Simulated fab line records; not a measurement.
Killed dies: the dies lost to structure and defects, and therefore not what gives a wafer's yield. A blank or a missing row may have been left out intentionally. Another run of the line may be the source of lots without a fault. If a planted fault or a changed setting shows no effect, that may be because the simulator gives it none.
fab line records	flow n5Finfet
record lots=24	wafers=72	lastDay=19
route steps=1938 shown BEOL_M6@1242 BEOL_M7@1279
lots untouched by any fault: they come from a run of this same line in which no faults occurred
startH: hours from the record's first day to the start of the lot's first wafer shown	waitH: hours since the lot's step before	" the same as in the row above	L1.1+2: several wafers, shown together as one row	- no value, or no start was given	* or withheld: withheld	< > ~ a bound
route shown NAME@n: a module of which the file shows steps, and the number in the route of the first	usual: average and standard deviation across the fault-free wafers	same: alike in all rows	chamber/n: place in a boat	sites: the reading at each site	_std_site: standard deviation of those values	_edge_site: the outer-site mean with the inner-site mean subtracted	radiusMm: for every site, how far away it sits from the centre of the wafer	mask NAME#n: copy n	behind: the most recent tool/chamber to have shaped the wafer	hold: why the lot went on hold/how many hours it stayed there/how the hold came to an end	device: the transistor (n, p or np) that didn't switch	end of line: the tests these same wafers got at the end of their route	where a step has no rows: the recipe by itself	killed: the dies lost at the first sort to structure and to defects; this is not the yield of the wafer	map: a wafer's dies, x killed, . not, _ none there
set.NAME: the run value of the setting; set.NAME@STEP: its run value at that earlier step	model.NAME: the simulator's own value behind a step, which no gauge read
route steps across a sampled set of lots; one table per step, one row per wafer
services: from which hour (startH, from the record's first day; less than 0 if before it) a tool's chamber was out of use, for how many hours, and why
## steps
# step N5_BEOL_M6_OCD_MEAS_38
# usual trenchDepthNm=94.2/1.4
lot.wafer	tool	chamber	startH	waitH	trenchDepthNm
L074.3	ocd-01	-	220.88	-	93.5
L074.5	"	-	"	"	93.7
L074.6	"	-	"	"	93.1
L075.2	ocd-02	-	221.34	-	92.5
L075.3	"	-	"	"	94.7
L075.5	"	-	"	"	93.4
L076.1	ocd-02	-	224.28	-	95.9
L076.2	"	-	"	"	93.2
L076.6	"	-	"	"	95.3
L077.1	ocd-01	-	232.08	-	92.3
L077.2	"	-	"	"	94.0
L077.6	"	-	"	"	92.1
L078.1	ocd-02	-	237.96	-	93.9
L078.3	"	-	"	"	95.6
L078.4	"	-	"	"	91.5
L080.3	ocd-02	-	254.36	-	94.1
L080.5	"	-	"	"	92.1
L080.6	"	-	"	"	94.2
L079.1	ocd-02	-	257.58	-	93.7
L079.3	"	-	"	"	92.9
L079.6	"	-	"	"	93.4
L081.1	ocd-01	-	258.11	-	93.6
L081.2	"	-	"	"	95.7
L081.5	"	-	"	"	93.7
L082.1	ocd-02	-	263.15	-	93.8
L082.2	"	-	"	"	96.8
L082.6	"	-	"	"	95.3
L083.1	ocd-02	-	267.29	-	94.8
L083.2	"	-	"	"	92.7
L083.3	"	-	"	"	95.2
L084.1	ocd-02	-	269.96	-	92.9
L084.5	"	-	"	"	95.2
L084.6	"	-	"	"	93.3
L087.2	ocd-01	-	283.47	-	95.1
L087.5	"	-	"	"	96.7
L087.6	"	-	"	"	96.2
L085.1	ocd-01	-	294.43	-	95.9
L085.3	"	-	"	"	95.5
L085.6	"	-	"	"	95.5
L086.1	ocd-02	-	297.39	-	97.8
L086.3	"	-	"	"	92.1
L086.5	"	-	"	"	94.2
L089.1	ocd-01	-	304.45	-	92.8
L089.3	"	-	"	"	94.6
L089.6	"	-	"	"	92.1
L091.1	ocd-01	-	310.20	-	92.6
L091.4	"	-	"	"	92.9
L091.6	"	-	"	"	92.9
L088.3	ocd-01	-	310.64	-	95.6
L088.5	"	-	"	"	95.5
L088.6	"	-	"	"	95.8
L092.2	ocd-01	-	311.37	-	91.6
L092.3	"	-	"	"	92.3
L092.6	"	-	"	"	92.5
L090.1	ocd-02	-	324.07	-	93.2
L090.3	"	-	"	"	92.7
L090.5	"	-	"	"	94.3
L093.1	ocd-01	-	335.75	-	93.4
L093.3	"	-	"	"	94.7
L093.5	"	-	"	"	92.4
L095.1	ocd-01	-	336.21	-	96.6
L095.4	"	-	"	"	93.7
L095.6	"	-	"	"	93.6
L094.1	ocd-01	-	345.56	-	96.7
L094.2	"	-	"	"	94.0
L094.5	"	-	"	"	96.8
L096.1	ocd-02	-	365.39	-	95.9
L096.3	"	-	"	"	93.4
L096.4	"	-	"	"	93.7
L097.1	ocd-01	-	365.66	-	92.3
L097.3	"	-	"	"	94.8
L097.6	"	-	"	"	93.8
# step N5_BEOL_M6_CD_MEAS_35
# recipe targetCdNm=40	targetCdYNm=28	polarity=opening
# usual cdNm=39.8/0.54
lot.wafer	tool	chamber	startH	waitH	cdNm
L074.3	cdSem-02	-	221.03	0.0	40.3
L074.5	"	-	"	"	39.3
L074.6	"	-	"	"	39.5
L075.2	cdSem-01	-	221.59	0.0	39.3
L075.3	"	-	"	"	40.4
L075.5	"	-	"	"	39.6
L076.1	cdSem-02	-	224.44	0.0	39.4
L076.2	"	-	"	"	40.2
L076.6	"	-	"	"	40.3
L077.1	cdSem-01	-	232.23	0.0	39.6
L077.2	"	-	"	"	40.1
L077.6	"	-	"	"	39.3
L078.1	cdSem-03	-	238.21	0.0	39.2
L078.3	"	-	"	"	39.5
L078.4	"	-	"	"	39.8
L080.3	cdSem-03	-	254.52	0.0	39.1
L080.5	"	-	"	"	38.5
L080.6	"	-	"	"	39.9
L079.1	cdSem-02	-	257.83	0.0	39.9
L079.3	"	-	"	"	40.6
L079.6	"	-	"	"	40.1
L081.1	cdSem-02	-	258.26	0.0	39.9
L081.2	"	-	"	"	40.1
L081.5	"	-	"	"	40.0
L082.1	cdSem-01	-	263.31	0.0	38.6
L082.2	"	-	"	"	39.6
L082.6	"	-	"	"	39.5
L083.1	cdSem-02	-	267.44	0.0	38.7
L083.2	"	-	"	"	38.3
L083.3	"	-	"	"	38.2
L084.1	cdSem-01	-	270.12	0.0	39.2
L084.5	"	-	"	"	39.9
L084.6	"	-	"	"	40.0
L087.2	cdSem-01	-	283.63	0.0	41.7
L087.5	"	-	"	"	40.9
L087.6	"	-	"	"	39.5
L085.1	cdSem-03	-	294.59	0.0	40.0
L085.3	"	-	"	"	40.5
L085.6	"	-	"	"	38.9
L086.1	cdSem-03	-	297.64	0.0	40.8
L086.3	"	-	"	"	40.5
L086.5	"	-	"	"	39.9
L089.1	cdSem-02	-	304.60	0.0	39.6
L089.3	"	-	"	"	39.1
L089.6	"	-	"	"	39.5
L091.1	cdSem-03	-	310.36	0.0	40.3
L091.4	"	-	"	"	39.6
L091.6	"	-	"	"	39.7
L088.3	cdSem-02	-	310.89	0.0	39.7
L088.5	"	-	"	"	39.9
L088.6	"	-	"	"	40.0
L092.2	cdSem-01	-	311.52	0.0	39.8
L092.3	"	-	"	"	40.2
L092.6	"	-	"	"	40.3
L090.1	cdSem-01	-	324.23	0.0	40.1
L090.3	"	-	"	"	40.1
L090.5	"	-	"	"	40.2
L093.1	cdSem-02	-	335.90	0.0	40.5
L093.3	"	-	"	"	40.5
L093.5	"	-	"	"	39.7
L095.1	cdSem-02	-	336.36	0.0	40.2
L095.4	"	-	"	"	39.6
L095.6	"	-	"	"	39.6
L094.1	cdSem-03	-	345.74	0.0	39.3
L094.2	"	-	"	"	39.4
L094.5	"	-	"	"	39.5
L096.1	cdSem-03	-	365.56	0.0	38.4
L096.3	"	-	"	"	39.2
L096.4	"	-	"	"	39.5
L097.1	cdSem-02	-	365.83	0.0	39.8
L097.3	"	-	"	"	39.2
L097.6	"	-	"	"	39.5
# step N5_BEOL_M7_DESCUM_16
# recipe chemistry=O2	timeS=7.9	sourcePowerW=50	biasPowerW=20	pressureMtorr=20	rfFrequencyHz=2.712e+07	tempC=40	resist=CAR-ArF	o2FlowSccm=225
# usual drypumpMotorCurrentA=5.8/0.53	oesProductAu=0.75/0.067	rfVppV=243.2/1.4	showerheadPlenumPTorr=2.09/0.07	throttleValvePct=20.53/0.27
lot.wafer	tool	chamber	startH	waitH	drypumpMotorCurrentA	oesProductAu	rfHoursCounterH	rfVppV	showerheadPlenumPTorr	throttleValvePct
L074.3	rieDiel-01	2	225.65	0.1	5.7	0.75	177	244.9	2.15	20.48
L074.5	"	2	"	"	5.7	0.75	-	243.7	2.15	20.52
L074.6	"	3	"	"	6.2	0.74	-	244.6	2.18	20.29
L075.2	rieDiel-03	2	228.36	0.1	4.7	0.75	161	244.8	2.18	20.90
L075.3	"	0	"	"	5.0	0.72	168	243.3	2.10	20.84
L075.5	"	2	"	"	4.7	0.76	-	244.6	2.18	20.90
L076.1	rieDiel-01	0	228.76	0.0	6.2	0.93	13	242.2	2.05	19.97
L076.2	"	3	"	"	6.2	0.73	182	244.7	2.18	20.27
L076.6	"	3	"	"	6.2	0.73	-	245.1	2.18	20.30
L077.1	rieDiel-04	1	238.96	0.5	6.1	0.77	137	241.2	2.00	20.72
L077.2	"	3	"	"	6.0	0.74	187	241.8	2.06	20.51
L077.6	"	3	"	"	5.9	0.74	-	243.5	2.06	20.51
L078.1	rieDiel-03	0	245.30	0.4	5.0	0.71	174	242.7	2.09	20.87
L078.3	"	2	"	"	4.7	0.75	166	246.0	2.18	20.91
L078.4	"	3	"	"	6.4	0.83	82	242.9	2.04	20.43
L080.3	rieDiel-04	1	261.31	0.0	6.1	0.76	144	242.9	2.00	20.75
L080.5	"	2	"	"	5.2	0.92	-	242.9	2.05	20.23
L080.6	"	1	"	"	6.1	0.77	-	241.0	2.00	20.75
L079.1	rieDiel-03	2	263.10	0.0	4.7	0.75	171	245.0	2.18	20.92
L079.3	"	0	"	"	5.0	0.71	179	242.8	2.09	20.89
L079.6	"	1	"	"	6.1	0.71	-	244.5	2.17	20.73
L081.1	rieDiel-04	1	264.31	0.1	6.1	0.77	145	241.5	2.00	20.76
L081.2	"	0	"	"	5.9	0.68	237	244.9	2.15	20.31
L081.5	"	0	"	"	5.9	0.69	-	244.7	2.15	20.31
L082.1	rieDiel-01	2	271.97	0.2	5.7	0.73	193	242.8	2.15	20.53
L082.2	"	1	"	"	6.2	0.69	217	240.9	1.97	20.60
L082.6	"	3	"	"	6.2	0.72	-	245.1	2.17	20.30
L083.1	rieDiel-04	2	272.30	0.3	5.2	0.90	23	243.8	2.05	20.23
L083.2	"	3	"	"	6.0	0.72	197	244.0	2.06	20.51
L083.3	"	0	"	"	5.9	0.68	240	244.5	2.15	20.31
L084.1	rieDiel-01	1	277.33	0.0	6.3	0.70	218	241.2	1.97	20.60
L084.5	"	3	"	"	6.2	0.73	-	243.9	2.17	20.30
L084.6	"	2	"	"	5.7	0.73	-	244.2	2.15	20.52
L087.2	rieDiel-03	0	291.28	0.0	5.0	0.70	188	242.9	2.09	20.87
L087.5	"	3	"	"	6.4	0.82	-	242.8	2.03	20.46
L087.6	"	0	"	"	5.0	0.70	-	241.9	2.09	20.88
L085.1	rieDiel-01	3	300.24	0.0	6.2	0.72	205	244.6	2.17	20.32
L085.3	"	1	"	"	6.2	0.68	226	241.7	1.97	20.61
L085.6	"	1	"	"	6.2	0.70	-	240.6	1.97	20.60
L086.1	rieDiel-01	3	304.44	0.0	6.2	0.72	206	245.0	2.17	20.31
L086.3	"	2	"	"	5.7	0.72	204	245.4	2.14	20.57
L086.5	"	2	"	"	5.7	0.72	-	242.7	2.14	20.55
L089.1	rieDiel-01	1	309.58	0.1	6.3	0.68	229	241.3	1.97	20.61
L089.3	"	3	"	"	6.2	0.72	208	243.7	2.17	20.32
L089.6	"	1	"	"	6.2	0.69	-	242.5	1.97	20.62
L091.1	rieDiel-01	1	315.26	0.0	6.3	0.69	230	241.2	1.97	20.62
L091.4	"	3	"	"	6.2	0.71	209	245.5	2.17	20.32
L091.6	"	3	"	"	6.2	0.72	-	243.5	2.17	20.31
L088.3	rieDiel-01	1	315.52	0.0	6.3	0.68	230	240.4	1.97	20.63
L088.5	"	3	"	"	6.2	0.71	-	243.4	2.17	20.32
L088.6	"	0	"	"	6.2	0.86	-	241.6	2.05	20.00
L092.2	rieDiel-03	0	316.58	0.3	5.0	0.69	198	244.1	2.09	20.90
L092.3	"	1	"	"	6.1	0.68	231	242.8	2.17	20.75
L092.6	"	3	"	"	6.4	0.79	-	241.5	2.03	20.47
L090.1	rieDiel-04	2	330.79	0.0	5.2	0.87	42	241.5	2.04	20.27
L090.3	"	3	"	"	5.9	0.71	216	242.5	2.05	20.55
L090.5	"	2	"	"	5.2	0.87	-	243.1	2.04	20.27
L093.1	rieDiel-03	1	342.84	0.3	6.1	0.69	239	242.6	2.17	20.76
L093.3	"	3	"	"	6.4	0.78	115	241.4	2.03	20.48
L093.5	"	3	"	"	6.3	0.78	-	240.9	2.03	20.47
L095.1	rieDiel-01	1	342.90	0.3	6.3	0.69	239	241.5	1.96	20.63
L095.4	"	0	"	"	6.1	0.86	48	243.4	2.04	20.02
L095.6	"	3	"	"	6.2	0.72	-	242.0	2.17	20.33
L094.1	rieDiel-03	1	353.43	0.0	6.1	0.69	242	243.9	2.16	20.78
L094.2	"	0	"	"	5.0	0.69	206	241.3	2.08	20.91
L094.5	"	0	"	"	5.0	0.69	-	245.0	2.08	20.90
L097.1	rieDiel-03	2	374.00	0.1	4.7	0.71	207	243.3	2.17	20.96
L097.3	"	0	"	"	5.0	0.69	212	244.8	2.08	20.91
L097.6	"	0	"	"	5.0	0.68	-	243.9	2.08	20.93
L096.1	rieDiel-03	1	374.26	0.2	6.1	0.68	248	244.2	2.16	20.79
L096.3	"	2	"	"	4.7	0.72	207	244.3	2.17	20.98
L096.4	"	3	"	"	6.4	0.78	125	242.1	2.02	20.49
# step N5_BEOL_M7_STRIP_19
# recipe chemistry=O2	powerW=400	tempC=40	pressureMtorr=30	rfFrequencyHz=6e+07	biasPowerW=0	overashFraction=0.2	o2FlowSccm=225
# usual drypumpMotorCurrentA=5.7/0.57	oesProductAu=0.76/0.078	rfVppV=3.6/0.58	showerheadPlenumPTorr=2.09/0.068	throttleValvePct=16.81/0.28
lot.wafer	tool	chamber	startH	waitH	drypumpMotorCurrentA	oesProductAu	rfHoursCounterH	rfVppV	showerheadPlenumPTorr	throttleValvePct
L074.3	rieDiel-03	2	226.25	0.3	4.7	0.77	159	3.6	2.19	17.11
L074.5	"	1	"	"	6.1	0.73	-	3.4	2.18	16.99
L074.6	"	0	"	"	5.0	0.73	-	3.2	2.10	17.05
L075.2	rieDiel-04	0	228.75	0.1	5.9	0.69	226	3.9	2.16	16.59
L075.3	"	1	"	"	6.0	0.77	134	4.5	2.01	16.94
L075.5	"	1	"	"	6.1	0.78	-	4.3	2.01	16.97
L076.1	rieDiel-03	2	229.15	0.1	4.7	0.76	161	3.8	2.19	17.09
L076.2	"	0	"	"	5.0	0.72	169	3.5	2.10	17.03
L076.6	"	1	"	"	6.1	0.72	-	4.0	2.18	16.95
L077.1	rieDiel-03	1	239.35	0.1	6.1	0.72	211	3.2	2.18	16.98
L077.2	"	3	"	"	6.4	0.83	79	3.8	2.04	16.65
L077.6	"	1	"	"	6.1	0.72	-	4.1	2.18	17.01
L078.1	rieDiel-03	1	245.69	0.1	6.1	0.72	213	3.9	2.18	17.00
L078.3	"	3	"	"	6.4	0.81	82	3.7	2.04	16.63
L078.4	"	0	"	"	5.0	0.71	174	4.1	2.10	17.07
L080.3	rieDiel-04	1	261.70	0.1	6.1	0.77	144	4.0	2.01	17.00
L080.5	"	3	"	"	6.0	0.73	-	3.3	2.07	16.81
L080.6	"	2	"	"	5.2	0.90	-	3.1	2.05	16.44
L079.1	rieDiel-03	2	263.49	0.1	4.7	0.74	171	3.2	2.18	17.14
L079.3	"	0	"	"	5.0	0.71	180	3.9	2.10	17.05
L079.6	"	2	"	"	4.7	0.74	-	3.6	2.18	17.10
L081.1	rieDiel-03	2	264.77	0.1	4.7	0.73	172	3.8	2.18	17.11
L081.2	"	1	"	"	6.1	0.70	219	2.6	2.18	17.00
L081.5	"	3	"	"	6.4	0.82	-	2.7	2.04	16.63
L082.1	rieDiel-01	3	272.46	0.2	6.2	0.72	197	3.5	2.18	16.54
L082.2	"	2	"	"	5.7	0.73	193	4.2	2.15	16.81
L082.6	"	3	"	"	6.2	0.73	-	3.0	2.18	16.54
L083.1	rieDiel-03	1	272.69	0.1	6.1	0.72	222	3.8	2.18	16.99
L083.2	"	0	"	"	5.0	0.71	183	2.8	2.09	17.05
L083.3	"	3	"	"	6.4	0.81	92	4.1	2.04	16.65
L084.1	rieDiel-04	1	277.72	0.1	6.1	0.76	148	3.8	2.00	16.98
L084.5	"	3	"	"	6.0	0.72	-	3.4	2.06	16.82
L084.6	"	2	"	"	5.2	0.90	-	3.2	2.05	16.42
L087.2	rieDiel-03	3	291.67	0.1	6.4	0.81	96	4.5	2.04	16.67
L087.5	"	3	"	"	6.4	0.81	-	2.1	2.04	16.67
L087.6	"	2	"	"	4.8	0.74	-	3.1	2.18	17.13
L085.1	rieDiel-04	3	300.73	0.2	5.9	0.72	205	2.5	2.06	16.84
L085.3	"	0	"	"	5.9	0.68	248	4.1	2.15	16.61
L085.6	"	1	"	"	6.1	0.75	-	3.2	2.00	17.02
L086.1	rieDiel-03	0	304.92	0.2	5.0	0.71	193	3.0	2.09	17.08
L086.3	"	2	"	"	4.7	0.74	184	4.5	2.18	17.14
L086.5	"	0	"	"	5.0	0.70	-	4.6	2.09	17.07
L089.1	rieDiel-04	1	310.02	0.1	6.0	0.76	159	3.9	2.00	17.01
L089.3	"	3	"	"	6.0	0.73	208	3.2	2.06	16.85
L089.6	"	1	"	"	6.1	0.76	-	3.7	2.00	17.01
L091.1	rieDiel-01	1	315.78	0.2	6.2	0.68	230	3.5	1.97	16.89
L091.4	"	0	"	"	6.2	0.87	39	3.8	2.05	16.27
L091.6	"	0	"	"	6.1	0.86	-	4.0	2.05	16.28
L088.3	rieDiel-01	3	316.06	0.2	6.2	0.71	210	3.7	2.17	16.57
L088.5	"	1	"	"	6.2	0.69	-	2.9	1.97	16.88
L088.6	"	2	"	"	5.7	0.72	-	3.3	2.15	16.82
L092.2	rieDiel-01	2	317.00	0.1	5.7	0.72	208	4.6	2.14	16.85
L092.3	"	3	"	"	6.2	0.72	210	4.0	2.17	16.57
L092.6	"	1	"	"	6.2	0.68	-	3.4	1.97	16.88
L090.1	rieDiel-03	0	331.18	0.1	5.0	0.69	203	3.7	2.09	17.10
L090.3	"	3	"	"	6.4	0.79	111	2.4	2.03	16.68
L090.5	"	2	"	"	4.7	0.73	-	3.3	2.18	17.17
L093.1	rieDiel-04	1	343.25	0.1	6.1	0.74	172	2.3	2.00	17.04
L093.3	"	3	"	"	5.9	0.71	221	4.5	2.06	16.82
L093.5	"	1	"	"	6.1	0.74	-	3.7	2.00	17.04
L095.1	rieDiel-04	0	343.29	0.1	5.9	1.01	1	4.0	2.15	16.09
L095.4	"	1	"	"	6.1	0.74	172	3.8	2.00	17.04
L095.6	"	1	"	"	6.1	0.75	-	3.4	2.00	17.05
L094.1	rieDiel-04	2	353.82	0.1	5.2	0.85	51	2.6	2.04	16.50
L094.2	"	0	"	"	5.9	0.97	4	2.7	2.15	16.07
L094.5	"	3	"	"	6.0	0.70	-	4.0	2.05	16.87
L097.1	rieDiel-04	0	374.50	0.2	5.9	0.97	9	3.8	2.14	16.08
L097.3	"	2	"	"	5.2	0.84	56	3.3	2.04	16.48
L097.6	"	1	"	"	6.1	0.74	-	3.1	1.99	17.04
L096.1	rieDiel-03	1	374.78	0.2	6.1	0.68	249	3.4	2.17	17.03
L096.3	"	3	"	"	6.4	0.78	125	4.4	2.03	16.71
L096.4	"	2	"	"	4.7	0.72	208	3.7	2.17	17.19
# step N5_BEOL_M7_OVL_MEAS_29
# recipe pointsPerWafer=522
# usual V6_OVL=0.3/0.6
# same pointsPerWafer=522
lot.wafer	tool	chamber	startH	waitH	V6_OVL[nm]
L074.3	overlay-01	0	227.14	0.0	1.4
L074.5	"	0	"	"	1.1
L074.6	"	0	"	"	-0.6
L075.2	overlay-02	0	231.27	0.0	0.3
L075.3	"	0	"	"	-0.1
L075.5	"	0	"	"	-0.3
L076.1	overlay-01	0	231.31	0.0	0.3
L076.2	"	0	"	"	-0.5
L076.6	"	0	"	"	0.8
L077.1	overlay-01	0	240.34	0.0	0.4
L077.2	"	0	"	"	0.8
L077.6	"	0	"	"	0.3
L078.1	overlay-01	0	246.96	0.1	0.4
L078.3	"	0	"	"	0.3
L078.4	"	0	"	"	0.3
L080.3	overlay-02	0	262.16	0.0	-0.3
L080.5	"	0	"	"	0.1
L080.6	"	0	"	"	0.4
L079.1	overlay-02	0	263.90	0.0	-0.6
L079.3	"	0	"	"	-0.6
L079.6	"	0	"	"	-0.3
L081.1	overlay-02	0	266.46	0.0	1.4
L081.2	"	0	"	"	-0.1
L081.5	"	0	"	"	0.7
L082.1	overlay-02	0	275.97	0.0	0.4
L082.2	"	0	"	"	0.5
L082.6	"	0	"	"	0.5
L083.1	overlay-01	0	276.02	0.0	0.4
L083.2	"	0	"	"	-0.1
L083.3	"	0	"	"	1.0
L084.1	overlay-01	0	279.69	0.0	-0.3
L084.5	"	0	"	"	0.9
L084.6	"	0	"	"	0.1
L087.2	overlay-01	0	293.86	0.0	0.1
L087.5	"	0	"	"	0.5
L087.6	"	0	"	"	0.3
L085.1	overlay-01	0	303.36	0.0	-0.9
L085.3	"	0	"	"	-0.9
L085.6	"	0	"	"	-0.3
L086.1	overlay-02	0	309.06	0.0	0.1
L086.3	"	0	"	"	0.0
L086.5	"	0	"	"	1.0
L089.1	overlay-01	0	310.81	0.0	-0.1
L089.3	"	0	"	"	0.3
L089.6	"	0	"	"	0.8
L091.1	overlay-01	0	316.33	0.0	0.8
L091.4	"	0	"	"	0.5
L091.6	"	0	"	"	0.9
L088.3	overlay-01	0	316.60	0.0	0.1
L088.5	"	0	"	"	0.1
L088.6	"	0	"	"	0.6
L092.2	overlay-02	0	318.52	0.1	-0.6
L092.3	"	0	"	"	0.5
L092.6	"	0	"	"	-0.7
L090.1	overlay-01	0	332.97	0.0	1.4
L090.3	"	0	"	"	-0.3
L090.5	"	0	"	"	0.5
L095.1	overlay-01	0	344.67	0.0	-0.9
L095.4	"	0	"	"	0.3
L095.6	"	0	"	"	0.2
L093.1	overlay-01	0	344.95	0.0	0.5
L093.3	"	0	"	"	0.6
L093.5	"	0	"	"	1.2
L094.1	overlay-02	0	354.38	0.0	0.6
L094.2	"	0	"	"	0.5
L094.5	"	0	"	"	1.2
L097.1	overlay-01	0	378.16	0.0	-0.4
L097.3	"	0	"	"	-0.2
L097.6	"	0	"	"	0.1
L096.1	overlay-02	0	378.21	0.0	0.2
L096.3	"	0	"	"	1.6
L096.4	"	0	"	"	0.6
# step N5_BEOL_M7_ETCH_72
# recipe chemistry=N2/H2	target=underlayer	targetDepthA=65	maskMaterial=CAR-EUV	timeS=5.2	ionEnergyEv=200	pressureMtorr=30	sourceW=840	biasW=150	n2FlowSccm=200	h2FlowSccm=200	ends=cleared
# usual drypumpMotorCurrentA=5.8/0.51	etchRfOnTimeS=5.20/0.15	h2FlowSccm=200.1/0.61	oesProductAu=0.65/0.065	rfVppV=523.6/2.5	showerheadPlenumPTorr=2.54/0.076	throttleValvePct=18.0/0.32
lot.wafer	tool	chamber	startH	waitH	drypumpMotorCurrentA	etchRfOnTimeS	h2FlowSccm	oesProductAu	rfHoursCounterH	rfVppV	showerheadPlenumPTorr	throttleValvePct
L074.3	rieDiel-01	0	227.64	0.0	6.1	5.27	198.9	0.78	12	522.9	2.51	17.3
L074.5	"	3	"	"	6.2	4.90	200.5	0.65	-	528.0	2.65	17.8
L074.6	"	0	"	"	6.1	5.26	200.1	0.77	-	523.0	2.51	17.4
L075.2	rieDiel-04	1	231.42	0.0	6.1	5.27	200.4	0.65	135	521.1	2.46	18.4
L075.3	"	0	"	"	5.9	5.30	199.9	0.57	227	524.3	2.62	17.7
L075.5	"	3	"	"	5.9	5.19	199.4	0.63	-	522.9	2.53	18.1
L076.1	rieDiel-01	0	231.86	0.0	6.2	5.20	199.8	0.77	14	521.5	2.51	17.4
L076.2	"	1	"	"	6.3	5.21	200.8	0.60	204	523.1	2.43	18.2
L076.6	"	1	"	"	6.2	5.16	200.8	0.60	-	520.2	2.43	18.2
L077.1	rieDiel-04	0	240.59	0.0	5.9	5.23	200.0	0.59	230	528.2	2.62	17.7
L077.2	"	2	"	"	5.2	5.06	200.7	0.78	14	522.7	2.51	17.7
L077.6	"	0	"	"	5.9	5.30	201.1	0.58	-	525.2	2.62	17.8
L078.1	rieDiel-03	1	247.40	0.0	6.1	5.43	199.6	0.60	214	527.9	2.63	18.1
L078.3	"	3	"	"	6.4	4.92	199.6	0.72	82	521.8	2.46	17.7
L078.4	"	0	"	"	5.0	5.18	199.8	0.61	174	523.4	2.55	18.3
L080.3	rieDiel-04	1	262.35	0.0	6.1	5.25	199.8	0.65	144	520.8	2.46	18.5
L080.5	"	2	"	"	5.2	5.09	199.1	0.77	-	522.4	2.51	17.7
L080.6	"	1	"	"	6.1	5.21	200.2	0.65	-	520.3	2.46	18.4
L079.1	rieDiel-01	2	264.18	0.0	5.7	5.30	200.2	0.63	190	528.1	2.63	18.1
L079.3	"	3	"	"	6.2	4.88	199.9	0.65	194	527.7	2.65	17.8
L079.6	"	2	"	"	5.7	5.27	199.1	0.63	-	525.3	2.63	18.1
L081.1	rieDiel-03	3	266.59	0.0	6.4	5.01	200.7	0.72	89	523.1	2.46	17.7
L081.2	"	2	"	"	4.7	5.45	199.3	0.61	172	525.3	2.64	18.2
L081.5	"	2	"	"	4.7	5.45	197.8	0.62	-	528.4	2.64	18.2
L082.1	rieDiel-04	2	276.10	0.0	5.3	5.01	200.2	0.77	23	524.1	2.50	17.7
L082.2	"	3	"	"	6.0	5.11	199.4	0.62	198	524.3	2.53	18.1
L082.6	"	2	"	"	5.3	5.04	200.6	0.78	-	524.2	2.50	17.8
L083.1	rieDiel-03	2	276.27	0.0	4.7	5.32	200.5	0.63	176	527.0	2.64	18.2
L083.2	"	3	"	"	6.4	4.93	200.5	0.72	92	519.2	2.46	17.7
L083.3	"	0	"	"	5.0	5.11	200.5	0.61	184	524.4	2.55	18.3
L084.1	rieDiel-04	0	280.38	0.0	5.9	5.33	201.1	0.57	241	525.8	2.62	17.8
L084.5	"	2	"	"	5.2	5.10	199.0	0.76	-	520.6	2.51	17.8
L084.6	"	1	"	"	6.1	5.28	200.9	0.65	-	520.6	2.45	18.4
L087.2	rieDiel-01	2	294.24	0.0	5.7	5.37	200.0	0.61	200	526.5	2.62	18.1
L087.5	"	2	"	"	5.7	5.34	199.9	0.62	-	527.1	2.62	18.0
L087.6	"	3	"	"	6.2	4.98	199.3	0.62	-	526.7	2.64	17.9
L085.1	rieDiel-04	1	303.49	0.0	6.1	5.22	200.4	0.63	156	522.0	2.45	18.5
L085.3	"	3	"	"	5.9	5.18	201.1	0.60	206	521.8	2.53	18.1
L085.6	"	2	"	"	5.2	5.08	200.5	0.74	-	523.0	2.50	17.8
L086.1	rieDiel-03	0	309.19	0.0	5.0	5.20	200.6	0.60	195	523.0	2.54	18.3
L086.3	"	2	"	"	4.7	5.35	200.2	0.62	186	527.6	2.63	18.2
L086.5	"	0	"	"	5.0	5.16	200.5	0.59	-	523.5	2.54	18.3
L089.1	rieDiel-01	0	310.94	0.0	6.2	5.25	199.5	0.73	38	521.4	2.50	17.4
L089.3	"	3	"	"	6.2	4.95	200.7	0.63	208	524.4	2.64	17.8
L089.6	"	3	"	"	6.2	4.91	200.7	0.62	-	526.0	2.64	17.8
L091.1	rieDiel-01	2	316.64	0.0	5.7	5.38	199.6	0.61	208	525.6	2.62	18.1
L091.4	"	3	"	"	6.2	4.95	200.8	0.63	210	524.5	2.64	17.8
L091.6	"	1	"	"	6.2	5.28	200.2	0.59	-	517.5	2.42	18.3
L088.3	rieDiel-04	3	317.09	0.0	6.0	5.08	199.9	0.60	212	525.8	2.52	18.1
L088.5	"	3	"	"	5.9	5.15	199.6	0.61	-	523.2	2.52	18.2
L088.6	"	2	"	"	5.2	5.02	200.7	0.74	-	522.1	2.50	17.8
L092.2	rieDiel-01	3	318.85	0.0	6.2	4.88	199.8	0.63	210	527.3	2.64	17.8
L092.3	"	2	"	"	5.7	5.37	199.1	0.62	209	526.7	2.62	18.1
L092.6	"	0	"	"	6.1	5.24	200.4	0.72	-	521.9	2.49	17.4
L090.1	rieDiel-03	3	333.10	0.0	6.3	4.96	199.1	0.69	111	522.0	2.45	17.8
L090.3	"	1	"	"	6.1	5.46	199.5	0.59	236	526.5	2.62	18.1
L090.5	"	2	"	"	4.7	5.41	200.6	0.61	-	527.3	2.63	18.2
L095.1	rieDiel-03	3	344.79	0.0	6.4	5.00	199.8	0.69	116	520.9	2.45	17.8
L095.4	"	2	"	"	4.7	5.36	199.5	0.60	-	525.4	2.63	18.3
L095.6	"	3	"	"	6.4	4.98	200.8	0.69	-	521.9	2.45	17.8
L093.1	rieDiel-01	2	345.12	0.0	5.7	5.37	199.5	0.61	216	526.4	2.62	18.1
L093.3	"	0	"	"	6.2	5.31	200.7	0.70	49	523.4	2.49	17.4
L093.5	"	1	"	"	6.2	5.27	200.6	0.58	-	518.7	2.42	18.3
L094.1	rieDiel-03	1	354.52	0.0	6.1	5.42	200.5	0.59	243	527.3	2.62	18.1
L094.2	"	0	"	"	5.0	5.21	200.5	0.59	206	522.3	2.54	18.3
L094.5	"	1	"	"	6.1	5.48	200.4	0.58	-	528.0	2.62	18.1
L097.1	rieDiel-04	1	378.76	0.0	6.2	5.21	200.1	0.63	180	521.1	2.44	18.5
L097.3	"	2	"	"	5.2	5.09	200.2	0.72	58	522.4	2.49	17.8
L097.6	"	1	"	"	6.1	5.24	199.9	0.63	-	521.5	2.44	18.5
L096.1	rieDiel-04	0	379.15	0.0	5.9	5.16	199.7	0.79	11	527.0	2.61	17.3
L096.3	"	2	"	"	5.3	5.18	199.3	0.71	58	523.2	2.49	17.8
L096.4	"	3	"	"	6.0	5.25	199.5	0.59	232	523.3	2.51	18.2
## services
tool	chamber	startH	hours	kind
rieDiel-04	0	210.17	13.3	repair
rieDiel-01	3	288.09	4.2	repair
rieDiel-04	0	309.05	-	clean
rieDiel-04	0	309.05	-	consumableReplace:focusRing
rieDiel-04	1	360.52	12.7	repair
rieDiel-01	0	369.92	15.6	repair
## key
fault none
